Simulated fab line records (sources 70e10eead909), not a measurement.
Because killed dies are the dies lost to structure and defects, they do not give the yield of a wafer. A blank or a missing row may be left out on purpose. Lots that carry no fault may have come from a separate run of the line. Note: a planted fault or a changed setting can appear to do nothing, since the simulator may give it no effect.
Which of the tools did it? | flow nand_harc | 6 lots, 18 wafers sampled, at 2 steps of a route of 1302

## WHAT EACH GAUGE READ, for each wafer
NHARC_P_M0_INSPECT_27.
lot  | measured     | on                | raw_defect_count
L706 | day 6 18:58  | defect_inspect-02 | 247 170 260
L715 | day 10 12:10 | defect_inspect-01 | 225 208 250
L721 | day 12 21:41 | defect_inspect-01 | 332 446 462
L724 | day 14 02:05 | defect_inspect-01 | 233 245 504
L726 | day 14 21:31 | defect_inspect-02 | 325 172 400
L728 | day 15 14:29 | defect_inspect-02 | 245 355 261

## WHAT TOOL EACH LOT RAN ON (gives the tool, then ch and the chambers of the sampled wafers, and finally the start)
lot  | NHARC_P_M0_ETCH_34
L706 | rie_diel-04 ch 0,2, day 6 16:26
L715 | rie_diel-04 ch 0,2,3, day 10 09:44
L721 | rie_diel-04 ch 0,1,3, day 12 19:18
L724 | rie_diel-10 ch 2,3, day 13 23:35
L726 | rie_diel-04 ch 0,1,2, day 14 19:07
L728 | rie_diel-08 ch 1,2, day 15 12:05
- NHARC_P_M0_ETCH_34: etches the open film in N2/H2, target depth 40 nm, overetch 12 nm, time 43.94 s.

## THE ANSWER, worked out from the rows above alone
Rule: the lots themselves supply what counts as usual. Put in order of their means at a reading, lots are off if they are a third of the lots or fewer, leave a main group of 4 or more, and stand apart from it by a gap of 3 or more times the standard deviation of the main group's means; of several such gaps the widest counts. A main group whose means are all the same, to the digits that the tables above print for the reading, isn't used. A lot without any number at a reading at which 4 lots or more have one is off too. The other lots that the step has rows for count as sound.
No lot is off at any reading shown: from this, nothing can be told.

## WHAT WAS PUT IN BY THE SIMULATOR
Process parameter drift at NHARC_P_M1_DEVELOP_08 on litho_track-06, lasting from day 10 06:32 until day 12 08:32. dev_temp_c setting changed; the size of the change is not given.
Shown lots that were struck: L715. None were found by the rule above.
